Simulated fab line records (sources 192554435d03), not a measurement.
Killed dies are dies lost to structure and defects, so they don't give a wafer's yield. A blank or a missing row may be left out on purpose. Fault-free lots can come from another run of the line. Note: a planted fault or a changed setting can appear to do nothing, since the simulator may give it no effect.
Chamber matching + flow n5-finfet + N5_HKMG_FIN_ETCH_67 on rie-diel-02: 4 sister chambers
The step etches SOC in N2/H2, stops on TiN, target depth 388.9 nm. 16 wafers are shown with their chamber, then 8 later ones without.

## EACH WAFER AND ITS CHAMBER
| wafer  | chamber | drypump-motor-current-A (A) | throttle-valve-pct (%) | showerhead-plenum-p-Torr (Torr) |
|--------|---------|-----------------------------|------------------------|---------------------------------|
| L074.1 | 3       | 5.2                         | 17.56                  | 2.53                            |
| L074.3 | 1       | 5.8                         | 17.71                  | 2.54                            |
| L074.4 | 2       | 6.6                         | 18.14                  | 2.65                            |
| L077.1 | 1       | 5.8                         | 17.71                  | 2.53                            |
| L077.4 | 2       | 6.7                         | 18.14                  | 2.65                            |
| L077.5 | 1       | 5.9                         | 17.73                  | 2.53                            |
| L079.1 | 2       | 6.6                         | 18.14                  | 2.65                            |
| L079.3 | 3       | 5.2                         | 17.56                  | 2.53                            |
| L079.4 | 1       | 5.8                         | 17.74                  | 2.53                            |
| L081.1 | 3       | 5.2                         | 17.56                  | 2.53                            |
| L081.3 | 0       | 6.2                         | 17.58                  | 2.61                            |
| L081.4 | 2       | 6.7                         | 18.14                  | 2.64                            |
| L090.2 | 3       | 5.2                         | 17.61                  | 2.52                            |
| L090.3 | 0       | 6.2                         | 17.61                  | 2.60                            |
| L090.5 | 2       | 6.6                         | 18.18                  | 2.64                            |
| L094.2 | 0       | 6.2                         | 17.60                  | 2.60                            |

SIGNATURES, as means of the wafers listed above
| reading                  | chamber 0 | chamber 1 | chamber 2 | chamber 3 | scatter within a chamber |
|--------------------------|-----------|-----------|-----------|-----------|--------------------------|
| drypump-motor-current-A  | 6.200     | 5.825     | 6.640     | 5.200     | 0.0403                   |
| throttle-valve-pct       | 17.5967   | 17.7225   | 18.1480   | 17.5725   | 0.0189                   |
| showerhead-plenum-p-Torr | 2.6033    | 2.5325    | 2.6460    | 2.5275    | 0.0053                   |
Rule: for each reading, subtract the chamber's mean from the wafer's reading, divide by that reading's scatter and square the result; add these up over the readings and take the root, which gives the wafer's distance from the chamber. The wafer belongs to the nearest chamber; if the next one is less than 2 further off, it can't be placed. How the scatter is found: for the shown wafers, subtract from each reading the mean of its chamber, square and add these, divide the total by (wafers less chambers), then take the root.

## WAFERS WHOSE CHAMBER IS MISSING
| wafer  | drypump-motor-current-A (A) | throttle-valve-pct (%) | showerhead-plenum-p-Torr (Torr) |
|--------|-----------------------------|------------------------|---------------------------------|
| L094.3 | 6.7                         | 18.19                  | 2.64                            |
| L094.5 | 5.2                         | 17.62                  | 2.52                            |
| L095.1 | 5.8                         | 17.77                  | 2.52                            |
| L095.4 | 6.2                         | 17.61                  | 2.59                            |
| L095.6 | 6.1                         | 17.63                  | 2.59                            |
| L096.2 | 6.6                         | 18.20                  | 2.63                            |
| L096.4 | 6.2                         | 17.62                  | 2.59                            |
| L096.5 | 6.6                         | 18.20                  | 2.63                            |

## CHAMBER TAKEN BY EACH
| wafer  | from the rows above | in truth |
|--------|---------------------|----------|
| L094.3 | 2                   | 2        |
| L094.5 | 3                   | 3        |
| L095.1 | 1                   | 1        |
| L095.4 | 0                   | 0        |
| L095.6 | 0                   | 0        |
| L096.2 | 2                   | 2        |
| L096.4 | 0                   | 0        |
| L096.5 | 2                   | 2        |
Correct placement for 8 of the 8. Not placeable from these rows: 0. Wrongly placed: 0.
